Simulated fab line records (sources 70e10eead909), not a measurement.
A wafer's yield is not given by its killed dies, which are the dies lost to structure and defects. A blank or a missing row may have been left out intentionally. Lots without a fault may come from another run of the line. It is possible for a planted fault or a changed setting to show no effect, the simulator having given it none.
Which tool did it?	flow nand_harc	12 lots with 35 wafers sampled at 5 steps, on a route of 1159 steps

## WHAT THE GAUGES SHOWED, per wafer
NHARC_A_CONTACT_CD_MEAS_08: target cd 100 nm. Usual: cd_nm 100.4 nm, standard deviation 0.66.
lot	measured	on	cd_nm (nm)	flag
L575	day 17 01:20	cd_sem-03	99.6 99.5 98.4	
L578	day 17 02:02	cd_sem-01	100.9 101.2 101.3	
L577	day 17 10:42	cd_sem-02	100.7 101.0 101.2	
L581	day 19 06:26	cd_sem-02	99.4 98.3 98.8	
L582	day 19 11:35	cd_sem-02	99.9 100.3 99.9	
L587	day 19 20:04	cd_sem-01	100.3 99.9 100.1	
L593	day 21 08:19	cd_sem-02	101.4 100.8 101.5	
L594	day 21 12:19	cd_sem-03	100.7 100.3 99.7	
L595	day 21 13:42	cd_sem-02	101.0 100.2	
L596	day 22 18:26	cd_sem-01	100.4 100.9 101.0	
L598	day 22 20:02	cd_sem-03	100.6 101.1 100.6	
L597	day 22 21:37	cd_sem-01	99.9 100.1 99.4	

NHARC_END_SORT_01. Usual: killed_at_array 26, standard deviation 9.7; killed_at_other 1.0, standard deviation 1.2; killed_at_periphery 3.9, standard deviation 2.6; killed_dies 31, standard deviation 9.7; killed_open 3.2, standard deviation 1.8; killed_short 2.0, standard deviation 1.3.
lot	measured	on	killed_at_array	killed_at_other	killed_at_periphery	killed_dies	killed_open	killed_short	flag
L596	day 25 03:33	prober-01	463 365 435	3 1 1	4 5 0	470 371 436	5 2 3	0 1 0	OFF

## TOOL THAT RAN EACH LOT (tool first, then ch and the chambers of the sampled wafers, then the start)
lot	NHARC_A_CONTACT_ETCH_30	NHARC_A_CONTACT_ETCH_31	NHARC_A_CONTACT_ETCH_138
L575	rie_diel-11 ch 0,2,3, day 17 02:20 or earlier	rie_diel-11 ch 0,3, day 17 02:20	har_cap_etch-03 ch 0,1, day 17 03:16
L578	rie_diel-13 ch 1,2,3, day 17 02:58 or earlier	rie_diel-13 ch 2,3, day 17 02:58	har_cap_etch-01 ch 0,1, day 17 03:57
L577	rie_diel-12 ch 2,3, day 17 11:31 or earlier	rie_diel-12 ch 0,2,3, day 17 11:31	har_cap_etch-03 ch 0,1, day 17 12:26
L581	rie_diel-12 ch 0,1,3, day 19 07:17 or earlier	rie_diel-12 ch 0,1,3, day 19 07:17	har_cap_etch-03 ch 0,1, day 19 08:41
L582	rie_diel-11 ch 0,2,3, day 19 12:24 or earlier	rie_diel-11 ch 2,3, day 19 12:24	har_cap_etch-02 ch 0,1, day 19 13:22
L587	rie_diel-13 ch 0,1,3, day 19 21:01 or earlier	rie_diel-11 ch 0,3, day 19 21:01	har_cap_etch-02 ch 1, day 19 21:59
L593	rie_diel-12 ch 0,1,3, day 21 09:11 or earlier	rie_diel-12 ch 0,1,3, day 21 09:11	har_cap_etch-03 ch 0,1, day 21 10:22
L594	rie_diel-11 ch 0,1,2, day 21 13:05 or earlier	rie_diel-11 ch 0,1,2, day 21 13:05	har_cap_etch-02 ch 0,1, day 21 14:05
L595	rie_diel-12 ch 1,3, day 21 14:36 or earlier	rie_diel-12 ch 1, day 21 14:36	har_cap_etch-01 ch 0,1, day 21 15:38
L596	rie_diel-12 ch 0,1,2, day 22 20:51 or earlier	rie_diel-12 ch 1,2, day 22 20:51	har_cap_etch-03 ch 0,1, day 22 21:49
L598	rie_diel-11 ch 0,2,3, day 22 21:02 or earlier	rie_diel-11 ch 0,2,3, day 22 21:02	har_cap_etch-02 ch 0,1, day 22 22:01
L597	rie_diel-11 ch 0,1,3, day 22 22:28 or earlier	rie_diel-11 ch 0,1,3, day 22 22:28	har_cap_etch-01 ch 0,1, day 22 23:37
- NHARC_A_CONTACT_ETCH_30: etches the open film in CF4/CHF3, target depth 60.5 nm, time 30.2 s.
- NHARC_A_CONTACT_ETCH_31: etches the open film in O2/COS, target depth 2000 nm, time 520 s.
- NHARC_A_CONTACT_ETCH_138: etches the open film in C4F8/O2/Ar, time 132 s, target depth 1289 nm.

## WHAT THE TOOLS THEMSELVES READ (means of the sampled wafers that have a number; where no wafer has one, the mark that the record gives instead)
NHARC_A_CONTACT_ETCH_30. Usual: chamber_pressure_mTorr 25.002 mTorr, standard deviation 0.023; drypump_motor_current_A 5.9 A, standard deviation 0.62; oes_product_au 0.935 a.u., standard deviation 0.025; rf_fwd_power_W 493.4 W, standard deviation 2.9; rf_vpp_V 370.5 V, standard deviation 2.6; run_length_s 51.5 s, standard deviation 0.5; showerhead_plenum_p_Torr 1.57 Torr, standard deviation 0.074; throttle_valve_pct 16.803 %, standard deviation 0.0094.
lot	tool	chamber_pressure_mTorr (mTorr)	drypump_motor_current_A (A)	oes_product_au (a.u.)	rf_fwd_power_W (W)	rf_vpp_V (V)	run_length_s (s)	showerhead_plenum_p_Torr (Torr)	throttle_valve_pct (%)	flag
L575	rie_diel-11	25.019	5.7	0.922	492.5	371.5	51.7	1.58	16.797	
L578	rie_diel-13	25.000	6.0	0.934	491.4	370.8	51.2	1.57	16.803	
L577	rie_diel-12	24.998	6.1	0.922	490.0	366.8	51.5	1.47	16.808	
L581	rie_diel-12	24.994	5.7	0.937	495.1	370.7	51.8	1.55	16.801	
L582	rie_diel-11	25.000	5.7	0.963	492.6	371.0	51.7	1.57	16.789	
L587	rie_diel-13	25.000	5.7	0.931	492.8	373.2	51.1	1.63	16.799	
L593	rie_diel-12	25.000	5.7	0.970	492.6	369.7	51.7	1.55	16.802	
L594	rie_diel-11	24.977	5.8	0.903	491.5	369.7	51.7	1.59	16.801	
L595	rie_diel-12	25.002	6.0	0.924	492.3	367.2	52.0	1.48	16.812	
L596	rie_diel-12	24.993	5.8	0.929	493.0	370.3	51.8	1.54	16.804	
L598	rie_diel-11	24.988	5.7	0.922	493.7	370.9	51.6	1.57	16.807	
L597	rie_diel-11	25.009	6.3	0.925	492.5	371.0	51.5	1.59	16.806	

NHARC_A_CONTACT_ETCH_31. Usual: chamber_pressure_mTorr 20.001 mTorr, standard deviation 0.017; drypump_motor_current_A 5.9 A, standard deviation 0.59; oes_product_au 0.999 a.u., standard deviation 0.016; rf_fwd_power_W 499.2 W, standard deviation 1.5; rf_vpp_V 314.1 V, standard deviation 2.3; run_length_s 541.3 s, standard deviation 0.52; showerhead_plenum_p_Torr 3.11 Torr, standard deviation 0.15; throttle_valve_pct 28.330 %, standard deviation 0.0088.
lot	tool	chamber_pressure_mTorr (mTorr)	drypump_motor_current_A (A)	oes_product_au (a.u.)	rf_fwd_power_W (W)	rf_vpp_V (V)	run_length_s (s)	showerhead_plenum_p_Torr (Torr)	throttle_valve_pct (%)	flag
L575	rie_diel-11	20.011	6.2	1.006	499.9	314.6	541.2	3.13	28.327	
L578	rie_diel-13	19.989	6.4	1.011	497.1	312.3	541.1	3.01	28.333	
L577	rie_diel-12	20.008	5.8	1.001	497.9	312.4	541.5	3.06	28.333	
L581	rie_diel-12	19.989	5.8	1.002	499.4	314.3	541.5	3.08	28.333	
L582	rie_diel-11	20.011	5.3	0.981	501.2	313.1	541.1	3.03	28.333	
L587	rie_diel-11	20.004	6.2	1.009	498.4	314.3	541.3	3.12	28.323	
L593	rie_diel-12	20.012	5.7	1.000	497.8	314.2	541.4	3.07	28.339	
L594	rie_diel-11	20.000	5.8	0.977	500.1	314.3	541.7	3.14	28.326	
L595	rie_diel-12	20.014	6.1	0.998	-	312.1	418.8	2.99	28.332	OFF
L596	rie_diel-12	19.995	6.1	1.001	-	311.5	418.9	2.95	28.335	OFF
L598	rie_diel-11	19.993	5.7	0.996	498.1	314.6	541.5	3.11	28.328	
L597	rie_diel-11	19.999	6.3	1.000	499.0	314.7	541.4	3.15	28.334	

NHARC_A_CONTACT_ETCH_138. Usual: chamber_pressure_mTorr 20.000 mTorr, standard deviation 0.018.
lot	tool	chamber_pressure_mTorr (mTorr)	flag
L575	har_cap_etch-03	20.012	
L578	har_cap_etch-01	19.987	
L577	har_cap_etch-03	20.003	
L581	har_cap_etch-03	20.003	
L582	har_cap_etch-02	20.003	
L587	har_cap_etch-02	20.010	
L593	har_cap_etch-03	19.999	
L594	har_cap_etch-02	20.009	
L595	har_cap_etch-01	19.991	
L596	har_cap_etch-03	19.990	
L598	har_cap_etch-02	19.996	
L597	har_cap_etch-01	19.999	

## THE ANSWER, worked out from the rows above alone
Rule: a lot counts as off when the mean over its wafers that have a number is more than 3 standard deviations away from the usual mean. A lot without any number at a reading at which 4 lots or more have one is off too. The other lots that the step has rows for count as sound. The gauges are gone through in route order, then the tools' own readings, and for those a lot's mean is taken as printed above. The first step at which some lot is off is used, and at that step the reading that is off furthest; a lot without a number counts as furthest.
Off: L596, at NHARC_END_SORT_01 (killed_at_array). Neither off nor sound, because the step has no rows for them: L575, L578, L577, L581, L582, L587, L593, L594, L595, L598, L597.
A tool fits if, at a process step before that reading, it ran every lot that is off, and no sound lot after the first of them. The gauges at NHARC_END_SORT_01 aren't tried: what is off there is off at NHARC_A_CONTACT_ETCH_31 too, on other tools, and a gauge's error can't cause that. NHARC_A_CONTACT_ETCH_30 gives no start for some lots, so the hours and the order of its lots are those of NHARC_A_CONTACT_ETCH_31. Undecided on this evidence; 2 tools fit (rie_diel-12 at NHARC_A_CONTACT_ETCH_30 and NHARC_A_CONTACT_ETCH_31, har_cap_etch-03 at NHARC_A_CONTACT_ETCH_138).

## WHAT HAD BEEN PUT IN BY THE SIMULATOR
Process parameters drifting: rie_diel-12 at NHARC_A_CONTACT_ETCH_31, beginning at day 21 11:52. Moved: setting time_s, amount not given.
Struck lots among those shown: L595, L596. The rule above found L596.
